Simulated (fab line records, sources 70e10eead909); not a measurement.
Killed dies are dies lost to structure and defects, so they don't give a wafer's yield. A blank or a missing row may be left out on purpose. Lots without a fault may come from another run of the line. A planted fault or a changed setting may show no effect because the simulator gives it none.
fab line records | flow nand_harc | part 1 of 2: steps 1 to 31 of 42
record lots=5 wafers=15 last_day=33
route steps=1302 shown P_ZERO_WELL@10
lots that met no fault: from a run of the same line without faults
start_h: hours from the record's first day to the start of the lot's first wafer shown | wait_h: hours since the lot's step before | " the same as in the row above | L1.1+2: a row that stands for several wafers | - no value, or no start given | * or withheld: withheld | < > ~ a bound
route shown NAME@n: a module of which the file shows steps, and the number in the route of the first | usual: mean/standard deviation of fault-free wafers | same: alike in all rows | chamber/n: place in a boat | sites: the reading at each site | _std_site: their standard deviation | _edge_site: outer sites' mean less inner sites' | radius_mm: how far each site lies from the wafer's centre | mask NAME#n: copy n | behind: the tool/chamber that last shaped the wafer | hold: why the lot was held/for how many hours/how that ended | device: the transistor (n, p or np) that didn't switch | end of line: the same wafers' tests at the end of the route | a step without rows: its recipe alone | killed: dies lost to structure and defects at the first sort, not the wafer's yield | map: a wafer's dies, x killed, . not, _ none there
set.NAME: the setting as run; set.NAME@STEP: as run at that earlier step | model.NAME: the simulator's own value behind a step, which no gauge read
lots at some steps of the route; a table a step, a row a wafer
services: from which hour (start_h, from the record's first day; less than 0 if before it) a tool's chamber was out of use, for how many hours, and why
## steps
# step NHARC_P_ZERO_WELL_EBR_07
# columns lot.wafer tool chamber start_h wait_h
L087.1+3+4 litho_track-05 0 - -
L088.1+2+3 litho_track-03 0 - -
L089.1+2+3 litho_track-05 0 - -
L090.1+3+6 litho_track-05 0 - -
L097.1+4+6 litho_track-05 0 - -
# step NHARC_P_ZERO_WELL_EXPOSE_08
# recipe na=0.55 target_cd_nm=500 dose_mj=33.8 mask_id=P_ZERO
# columns lot.wafer tool chamber start_h wait_h mask
L087.1+3+4 krf_scanner-04 0 151.09 - P_ZERO#0
L088.1+2+3 krf_scanner-04 0 161.08 - P_ZERO#0
L089.1+2+3 krf_scanner-04 0 170.96 - P_ZERO#0
L090.1+3+6 krf_scanner-01 0 181.09 - P_ZERO#0
L097.1+4+6 krf_scanner-04 0 250.96 - P_ZERO#0
# step NHARC_P_ZERO_WELL_PEB_09
# recipe peb_temp_c=128 peb_time_s=80
# columns lot.wafer tool chamber start_h wait_h
L087.1+3+4 litho_track-07 0 151.16 0.1
L088.1+2+3 litho_track-05 0 161.15 0.1
L089.1+2+3 litho_track-07 0 171.03 0.1
L090.1+3+6 litho_track-05 0 181.15 0.1
L097.1+4+6 litho_track-03 0 251.03 0.1
# step NHARC_P_ZERO_WELL_DEVELOP_10
# recipe time_s=50 dev_temp_c=22
# columns lot.wafer tool chamber start_h wait_h
L087.1+3+4 litho_track-07 0 - -
L088.1+2+3 litho_track-05 0 - -
L089.1+2+3 litho_track-07 0 - -
L090.1+3+6 litho_track-05 0 - -
L097.1+4+6 litho_track-03 0 - -
# step NHARC_P_ZERO_WELL_CD_MEAS_11
# recipe target_cd_nm=500 landing_energy_ev=500
# usual cd_nm=499.9/1.4
# columns lot.wafer tool chamber start_h wait_h cd_nm
L087.1 cd_sem-02 0 151.24 - 498.1
L087.3 " 0 " " 499.2
L087.4 " 0 " " 497.8
L088.1 cd_sem-02 0 161.23 - 499.0
L088.2 " 0 " " 497.6
L088.3 " 0 " " 499.5
L089.1 cd_sem-02 0 171.12 - 502.1
L089.2 " 0 " " 500.4
L089.3 " 0 " " 501.1
L090.1 cd_sem-01 0 181.24 - 500.4
L090.3 " 0 " " 501.3
L090.6 " 0 " " 501.8
L097.1 cd_sem-02 0 251.11 - 503.0
L097.4 " 0 " " 502.1
L097.6 " 0 " " 501.9
# step NHARC_P_ZERO_WELL_HARDBAKE_12
# recipe temp_c=118 time_s=65
# columns lot.wafer tool chamber start_h wait_h
L087.1+3+4 litho_track-05 0 151.32 -
L088.1+2+3 litho_track-07 0 161.31 -
L089.1+2+3 litho_track-05 0 171.20 -
L090.1+3+6 litho_track-03 0 181.32 -
L097.1+4+6 litho_track-05 0 251.19 -
# step NHARC_P_ZERO_WELL_DESCUM_13
# recipe time_s=3 o2_flow_sccm=200 ar_flow_sccm=0 bias_power_w=0 chemistry=O2
# usual drypump_motor_current_A=6.0/0.45 o2_flow_sccm=200.1/0.57 oes_product_au=1.002/0.007 rf_vpp_V=57.5/0.87 showerhead_plenum_p_Torr=1.86/0.069 throttle_valve_pct=11.311/0.008
# same bias_power_w=0
# columns lot.wafer tool chamber start_h wait_h drypump_motor_current_A o2_flow_sccm oes_product_au rf_hours_counter_h rf_vpp_V showerhead_plenum_p_Torr throttle_valve_pct
L087.3 rie_diel-03 2 151.40 - 5.0 199.8 0.987 9 58.4 1.90 11.302
L087.4 " 3 " " 6.1 200.3 1.012 10 58.4 1.93 11.323
L087.1 " 0 " " 6.0 200.2 0.998 12 57.3 1.94 11.305
L088.1 rie_diel-13 3 161.40 - 6.6 200.7 0.996 51 57.3 1.85 11.307
L088.3 " 0 " " 6.0 200.2 1.001 46 57.8 1.95 11.312
L088.2 " 1 " " 6.5 199.8 0.998 58 58.5 1.80 11.305
L089.1 rie_diel-12 0 171.27 - 6.2 199.8 1.000 26 56.7 1.87 11.315
L089.3 " 1 " " 6.3 200.0 1.003 24 57.3 1.79 11.328
L089.2 " 3 " " 5.9 199.1 1.002 26 57.8 1.77 11.292
L090.3 rie_diel-12 0 181.40 - 6.2 200.1 1.005 29 57.7 1.87 11.307
L090.1 " 2 " " 6.3 198.9 1.012 27 57.9 1.91 11.300
L090.6 " 3 " " 5.9 200.6 0.999 - 57.6 1.77 11.318
L097.1 rie_diel-12 1 251.29 - 6.2 199.7 1.012 47 55.3 1.78 11.300
L097.4 " 2 " " 6.3 199.9 1.014 47 57.2 1.91 11.312
L097.6 " 3 " " 5.9 199.0 1.005 - 56.6 1.76 11.309
# step NHARC_P_ZERO_WELL_ETCH_65
# recipe target_depth_a=800 overetch_a=240 time_s=87.88 ion_energy_ev=200 n2_flow_sccm=150 h2_flow_sccm=150 ar_flow_sccm=0 rf_w=400 bias_w=150 chemistry=N2/H2
# usual drypump_motor_current_A=6.0/0.44 oes_product_au=1.001/0.0066 rf_vpp_V=429.0/2.3 showerhead_plenum_p_Torr=1.99/0.075 throttle_valve_pct=14.171/0.0092
# columns lot.wafer tool chamber start_h wait_h drypump_motor_current_A oes_product_au rf_hours_counter_h rf_vpp_V showerhead_plenum_p_Torr throttle_valve_pct
L087.4 rie_diel-03 2 151.48 0.1 5.0 0.997 9 430.8 2.02 14.159
L087.1 " 0 " " 6.0 1.012 12 431.9 2.07 14.172
L087.3 " 1 " " 5.2 1.000 12 425.9 1.88 14.180
L088.2 rie_diel-13 1 161.48 0.1 6.4 0.997 58 427.6 1.91 14.173
L088.1 " 2 " " 6.0 0.994 63 432.2 2.08 14.164
L088.3 " 3 " " 6.6 0.998 51 429.2 1.97 14.166
L089.2 rie_diel-12 2 171.37 0.1 6.3 0.999 25 430.7 2.04 14.167
L089.3 " 3 " " 5.8 1.001 26 426.7 1.88 14.182
L089.1 " 0 " " 6.2 1.000 26 428.2 2.00 14.166
L090.3 rie_diel-12 2 181.50 0.1 6.3 0.995 27 431.5 2.04 14.170
L090.1 " 0 " " 6.2 1.009 29 428.3 1.99 14.176
L090.6 " 2 " " 6.3 1.010 - 429.6 2.04 14.194
L097.4 rie_diel-12 0 251.35 0.1 6.2 1.006 50 428.8 1.99 14.177
L097.1 " 2 " " 6.3 1.017 47 430.6 2.03 14.180
L097.6 " 1 " " 6.2 1.001 - 426.3 1.89 14.179
# step NHARC_P_ZERO_WELL_ETCH_62
# recipe target_depth_a=130 time_s=6.5 chf3_flow_sccm=50 ar_flow_sccm=200 rf_w=500 bias_w=200 chemistry=CHF3/Ar
# usual drypump_motor_current_A=5.9/0.47 oes_product_au=0.963/0.015 rf_vpp_V=369.4/2 showerhead_plenum_p_Torr=2.29/0.08 throttle_valve_pct=20.216/0.0092
# columns lot.wafer tool chamber start_h wait_h drypump_motor_current_A oes_product_au rf_hours_counter_h rf_vpp_V showerhead_plenum_p_Torr throttle_valve_pct
L087.3 rie_diel-03 2 - - 5.0 0.959 9 370.2 2.32 20.222
L087.1 " 3 " " 6.2 0.961 10 371.5 2.36 20.223
L087.4 " 0 " " 6.0 0.986 12 370.8 2.37 20.230
L088.3 rie_diel-13 0 - - 6.0 0.962 46 372.9 2.39 20.204
L088.1 " 1 " " 6.4 0.971 58 368.3 2.21 20.229
L088.2 " 3 " " 6.6 0.953 51 368.9 2.27 20.211
L089.3 rie_diel-12 2 - - 6.3 0.980 25 371.3 2.35 20.203
L089.2 " 0 " " 6.2 0.973 26 370.1 2.30 20.214
L089.1 " 1 " " 6.2 0.969 24 366.5 2.19 20.219
L090.3 rie_diel-12 1 - - 6.2 0.974 26 367.6 2.19 20.208
L090.1 " 2 " " 6.3 0.972 27 372.1 2.34 20.214
L090.6 " 0 " " 6.2 0.949 - 369.5 2.30 20.210
L097.4 rie_diel-12 2 - - 6.3 0.989 47 371.6 2.34 20.199
L097.1 " 3 " " 5.9 0.973 49 365.2 2.17 20.201
L097.6 " 2 " " 6.3 0.983 - 369.4 2.34 20.220
# step NHARC_P_ZERO_WELL_ETCH_63
# recipe target_depth_a=1200 time_s=40.1 hbr_flow_sccm=150 cl2_flow_sccm=50 rf_w=400 icp_w=400 bias_w=100 chemistry=HBr/Cl2
# usual drypump_motor_current_A=5.8/0.32 oes_product_au=1.002/0.0063 throttle_valve_pct=26.406/0.0096
# columns lot.wafer tool chamber start_h wait_h drypump_motor_current_A oes_product_au rf_hours_counter_h throttle_valve_pct
L087.1 rie_si-02 3 151.66 - 6.2 0.995 0.3 26.402
L087.3 " 0 " " 5.5 0.991 0.4 26.417
L087.4 " 1 " " 5.9 1.000 0.3 26.425
L088.1 rie_si-02 0 161.65 - 5.5 0.997 0.4 26.398
L088.3 " 2 " " 6.2 0.999 0.3 26.422
L088.2 " 3 " " 6.2 1.003 0.4 26.397
L089.2 rie_si-01 2 171.53 - 5.7 1.009 0.7 26.408
L089.1 " 3 " " 5.9 1.005 0.9 26.401
L089.3 " 0 " " 5.5 1.003 0.9 26.407
L090.3 rie_si-06 3 181.67 - 6.2 1.010 0.7 26.414
L090.1 " 1 " " 5.3 1.006 0.6 26.400
L090.6 " 3 " " 6.2 0.999 - 26.394
L097.1 rie_si-01 2 251.52 - 5.8 1.004 0.2 26.418
L097.4 " 1 " " 5.9 0.997 0.2 26.413
L097.6 " 3 " " 5.8 0.997 - 26.405
# step NHARC_P_ZERO_WELL_STRIP_15
# recipe time_s=900 temp_c=130 chemistry=SPM
# columns lot.wafer tool chamber start_h wait_h
L087.4+3+1 wet_bench-01 4,5,6 151.83 -
L088.1+2+3 wet_bench-01 6,7,3 161.80 -
L089.1+3+2 wet_bench-01 3,4,5 171.71 -
L090.1+3+6 wet_bench-04 1,3,4 181.84 -
L097.1+4+6 wet_bench-04 5,6,2 251.68 -
# step NHARC_P_ZERO_WELL_DEHYDRATE_16
# recipe temp_c=150 time_s=120
# columns lot.wafer tool chamber start_h wait_h
L087.1+3+4 litho_track-03 0 152.16 -
L088.1+2+3 litho_track-03 0 162.16 -
L089.1+2+3 litho_track-05 0 172.03 -
L090.1+3+6 litho_track-07 0 182.17 -
L097.1+4+6 litho_track-05 0 252.03 -
# step NHARC_P_ZERO_WELL_HMDS_17
# recipe time_s=30
# columns lot.wafer tool chamber start_h wait_h
L087.1+3+4 litho_track-03 0 - -
L088.1+2+3 litho_track-03 0 - -
L089.1+2+3 litho_track-05 0 - -
L090.1+3+6 litho_track-07 0 - -
L097.1+4+6 litho_track-05 0 - -
# step NHARC_P_ZERO_WELL_COAT_18
# recipe spin_rpm=withheld
# columns lot.wafer tool chamber start_h wait_h
L087.1+3+4 litho_track-03 0 - -
L088.1+2+3 litho_track-03 0 - -
L089.1+2+3 litho_track-05 0 - -
L090.1+3+6 litho_track-07 0 - -
L097.1+4+6 litho_track-05 0 - -
# step NHARC_P_ZERO_WELL_SOFTBAKE_19
# recipe temp_c=122 time_s=95
# columns lot.wafer tool chamber start_h wait_h
L087.1+3+4 litho_track-03 0 - -
L088.1+2+3 litho_track-03 0 - -
L089.1+2+3 litho_track-05 0 - -
L090.1+3+6 litho_track-07 0 - -
L097.1+4+6 litho_track-05 0 - -
# step NHARC_P_ZERO_WELL_EBR_20
# columns lot.wafer tool chamber start_h wait_h
L087.1+3+4 litho_track-03 0 - -
L088.1+2+3 litho_track-03 0 - -
L089.1+2+3 litho_track-05 0 - -
L090.1+3+6 litho_track-07 0 - -
L097.1+4+6 litho_track-05 0 - -
# step NHARC_P_ZERO_WELL_EXPOSE_21
# recipe na=0.6 target_cd_nm=720 dose_mj=22.31 mask_id=P_NWELL
# columns lot.wafer tool chamber start_h wait_h mask
L087.1+3+4 krf_scanner-04 0 152.43 - P_NWELL#0
L088.1+2+3 krf_scanner-04 0 162.30 - P_NWELL#0
L089.1+2+3 krf_scanner-02 0 172.30 - P_NWELL#0
L090.1+3+6 krf_scanner-04 0 182.44 - P_NWELL#0
L097.1+4+6 krf_scanner-02 0 252.30 - P_NWELL#0
# step NHARC_P_ZERO_WELL_PEB_22
# recipe peb_temp_c=118 peb_time_s=85
# columns lot.wafer tool chamber start_h wait_h
L087.1+3+4 litho_track-05 0 152.49 0.1
L088.1+2+3 litho_track-07 0 162.37 0.1
L089.1+2+3 litho_track-03 0 172.37 0.1
L090.1+3+6 litho_track-05 0 182.51 0.1
L097.1+4+6 litho_track-03 0 252.36 0.1
# step NHARC_P_ZERO_WELL_DEVELOP_23
# recipe time_s=70
# columns lot.wafer tool chamber start_h wait_h
L087.1+3+4 litho_track-05 0 - -
L088.1+2+3 litho_track-07 0 - -
L089.1+2+3 litho_track-03 0 - -
L090.1+3+6 litho_track-05 0 - -
L097.1+4+6 litho_track-03 0 - -
# step NHARC_P_ZERO_WELL_CD_MEAS_24
# recipe target_cd_nm=720 landing_energy_ev=500
# usual cd_nm=719.9/1.4
# columns lot.wafer tool chamber start_h wait_h cd_nm
L087.1 cd_sem-03 0 152.58 - 720.5
L087.3 " 0 " " 721.2
L087.4 " 0 " " 721.0
L088.1 cd_sem-01 0 162.46 - 719.8
L088.2 " 0 " " 719.4
L088.3 " 0 " " 720.5
L089.1 cd_sem-02 0 172.46 - 718.9
L089.2 " 0 " " 720.5
L089.3 " 0 " " 720.4
L090.1 cd_sem-02 0 182.60 - 718.9
L090.3 " 0 " " 721.6
L090.6 " 0 " " 719.3
L097.1 cd_sem-02 0 252.45 - 718.6
L097.4 " 0 " " 720.9
L097.6 " 0 " " 719.6
# step NHARC_P_ZERO_WELL_HARDBAKE_25
# recipe temp_c=125 time_s=80
# columns lot.wafer tool chamber start_h wait_h
L087.1+3+4 litho_track-05 0 152.66 -
L088.1+2+3 litho_track-05 0 162.54 -
L089.1+2+3 litho_track-05 0 172.54 -
L090.1+3+6 litho_track-07 0 182.68 -
L097.1+4+6 litho_track-05 0 252.53 -
# step NHARC_P_ZERO_WELL_DESCUM_26
# recipe time_s=3 o2_flow_sccm=200 ar_flow_sccm=0 bias_power_w=0 chemistry=O2
# usual drypump_motor_current_A=5.9/0.47 o2_flow_sccm=200.1/0.63 oes_product_au=1.000/0.0065 rf_vpp_V=57.7/0.88 showerhead_plenum_p_Torr=1.87/0.068 throttle_valve_pct=11.312/0.0092
# same bias_power_w=0
# columns lot.wafer tool chamber start_h wait_h drypump_motor_current_A o2_flow_sccm oes_product_au rf_hours_counter_h rf_vpp_V showerhead_plenum_p_Torr throttle_valve_pct
L087.3 rie_diel-12 3 152.76 - 5.9 201.2 0.991 15 56.6 1.77 11.313
L087.1 " 0 " " 6.2 200.0 0.987 17 58.4 1.88 11.308
L087.4 " 1 " " 6.3 199.5 1.002 17 58.1 1.79 11.321
L088.3 rie_diel-12 3 162.62 - 5.9 199.4 0.999 20 56.9 1.77 11.306
L088.2 " 0 " " 6.2 199.3 1.005 21 57.6 1.87 11.319
L088.1 " 1 " " 6.2 200.5 1.003 19 58.1 1.79 11.315
L089.1 rie_diel-12 0 172.64 - 6.2 199.0 0.999 27 56.7 1.87 11.319
L089.3 " 2 " " 6.3 200.3 0.992 25 56.7 1.91 11.305
L089.2 " 3 " " 5.9 200.5 0.994 27 58.0 1.77 11.317
L090.3 rie_diel-13 0 182.77 - 6.0 199.5 1.003 2 59.0 1.95 11.314
L090.1 " 2 " " 6.0 200.4 1.007 1 56.8 1.95 11.293
L090.6 " 0 " " 6.0 199.3 1.000 - 58.5 1.95 11.304
L097.1 rie_diel-12 0 252.63 - 6.2 199.6 0.997 51 57.9 1.87 11.318
L097.4 " 1 " " 6.2 200.8 1.009 48 56.7 1.78 11.316
L097.6 " 3 " " 5.9 199.3 1.007 - 58.6 1.76 11.317
# step NHARC_P_ZERO_WELL_IMPLANT_27
# recipe energy_kev=600 dose_cm2=1e+13 tilt_deg=7
# usual beam_on_s=10.01/0.2 dose_ions_cm2=9.999e+12/1.1e+10
# columns lot.wafer tool chamber start_h wait_h beam_on_s dose_ions_cm2
L087.1 implanter-01 0 152.89 0.1 10.32 9.997e+12
L087.3 " 0 " " 10.24 9.995e+12
L087.4 " 0 " " 9.99 1.0004e+13
L088.1 implanter-02 0 162.77 0.1 10.18 9.995e+12
L088.2 " 0 " " 9.65 1.0013e+13
L088.3 " 0 " " 9.69 1.0004e+13
L089.1 implanter-01 0 172.79 0.1 9.71 1.0014e+13
L089.2 " 0 " " 9.99 9.998e+12
L089.3 " 0 " " 9.50 1.0004e+13
L090.1 implanter-01 0 182.90 0.1 9.98 9.993e+12
L090.3 " 0 " " 10.04 1.0002e+13
L090.6 " 0 " " 10.19 9.98e+12
L097.1 implanter-02 0 252.76 0.1 9.75 1.0004e+13
L097.4 " 0 " " 9.96 1.0003e+13
L097.6 " 0 " " 10.09 9.998e+12
# step NHARC_P_ZERO_WELL_IMPLANT_57
# recipe energy_kev=250 dose_cm2=4e+12 tilt_deg=7
# usual beam_on_s=10.01/0.23 dose_ions_cm2=4e+12/4.7e+09
# columns lot.wafer tool chamber start_h wait_h beam_on_s dose_ions_cm2
L087.1 implanter-01 0 153.07 0.1 9.99 4.003e+12
L087.3 " 0 " " 10.06 4.003e+12
L087.4 " 0 " " 9.78 4.002e+12
L088.1 implanter-02 0 162.95 0.1 9.85 3.997e+12
L088.2 " 0 " " 10.30 3.997e+12
L088.3 " 0 " " 10.38 4e+12
L089.1 implanter-01 0 172.97 0.1 9.81 3.998e+12
L089.2 " 0 " " 9.90 3.995e+12
L089.3 " 0 " " 10.42 3.99e+12
L090.1 implanter-01 0 183.08 0.2 10.10 3.998e+12
L090.3 " 0 " " 10.24 3.999e+12
L090.6 " 0 " " 10.37 3.994e+12
L097.1 implanter-02 0 252.94 0.2 10.06 4.002e+12
L097.4 " 0 " " 10.06 4e+12
L097.6 " 0 " " 10.03 4.001e+12
# step NHARC_P_ZERO_WELL_IMPLANT_58
# recipe energy_kev=100 dose_cm2=2e+12 tilt_deg=7
# usual beam_on_s=9.97/0.19 dose_ions_cm2=2.0005e+12/2.5e+09
# columns lot.wafer tool chamber start_h wait_h beam_on_s dose_ions_cm2
L087.1 implanter-01 0 153.25 0.2 9.95 1.9994e+12
L087.3 " 0 " " 9.94 1.9987e+12
L087.4 " 0 " " 10.45 2.0013e+12
L088.1 implanter-02 0 163.12 0.1 10.17 1.9983e+12
L088.2 " 0 " " 9.78 2.0035e+12
L088.3 " 0 " " 10.25 2.0021e+12
L089.1 implanter-01 0 173.15 0.2 10.05 2.0023e+12
L089.2 " 0 " " 9.67 1.9993e+12
L089.3 " 0 " " 9.90 1.9987e+12
L090.1 implanter-01 0 183.27 0.2 9.66 2.0001e+12
L090.3 " 0 " " 10.02 2.0032e+12
L090.6 " 0 " " 9.84 2.0014e+12
L097.1 implanter-02 0 253.12 0.1 10.18 2.0023e+12
L097.4 " 0 " " 9.82 2.0044e+12
L097.6 " 0 " " 9.96 2.0005e+12
# step NHARC_P_ZERO_WELL_STRIP_28
# recipe time_s=840 temp_c=130 chemistry=SPM
# columns lot.wafer tool chamber start_h wait_h
L087.3+1+4 wet_bench-04 5,6,0 153.47 0.1
L088.3+2+1 wet_bench-01 7,1,2 163.34 0.1
L089.1+2+3 wet_bench-01 6,7,3 173.36 0.2
L090.6+3+1 wet_bench-05 6,0,1 183.48 0.0
L097.1+6+4 wet_bench-05 4,7,0 253.33 0.2
# step NHARC_P_ZERO_WELL_DEHYDRATE_29
# recipe temp_c=150 time_s=120
# columns lot.wafer tool chamber start_h wait_h
L087.1+3+4 litho_track-07 0 153.81 -
L088.1+2+3 litho_track-03 0 163.67 -
L089.1+2+3 litho_track-05 0 173.70 -
L090.1+3+6 litho_track-03 0 183.81 -
L097.1+4+6 litho_track-05 0 253.66 -
# step NHARC_P_ZERO_WELL_HMDS_30
# recipe time_s=30
# columns lot.wafer tool chamber start_h wait_h
L087.1+3+4 litho_track-07 0 - -
L088.1+2+3 litho_track-03 0 - -
L089.1+2+3 litho_track-05 0 - -
L090.1+3+6 litho_track-03 0 - -
L097.1+4+6 litho_track-05 0 - -
# step NHARC_P_ZERO_WELL_COAT_31
# recipe spin_rpm=withheld
# columns lot.wafer tool chamber start_h wait_h
L087.1+3+4 litho_track-07 0 - -
L088.1+2+3 litho_track-03 0 - -
L089.1+2+3 litho_track-05 0 - -
L090.1+3+6 litho_track-03 0 - -
L097.1+4+6 litho_track-05 0 - -
# step NHARC_P_ZERO_WELL_SOFTBAKE_32
# recipe temp_c=122 time_s=95
# columns lot.wafer tool chamber start_h wait_h
L087.1+3+4 litho_track-07 0 - -
L088.1+2+3 litho_track-03 0 - -
L089.1+2+3 litho_track-05 0 - -
L090.1+3+6 litho_track-03 0 - -
L097.1+4+6 litho_track-05 0 - -
# step NHARC_P_ZERO_WELL_EBR_33
# columns lot.wafer tool chamber start_h wait_h
L087.1+3+4 litho_track-07 0 - -
L088.1+2+3 litho_track-03 0 - -
L089.1+2+3 litho_track-05 0 - -
L090.1+3+6 litho_track-03 0 - -
L097.1+4+6 litho_track-05 0 - -
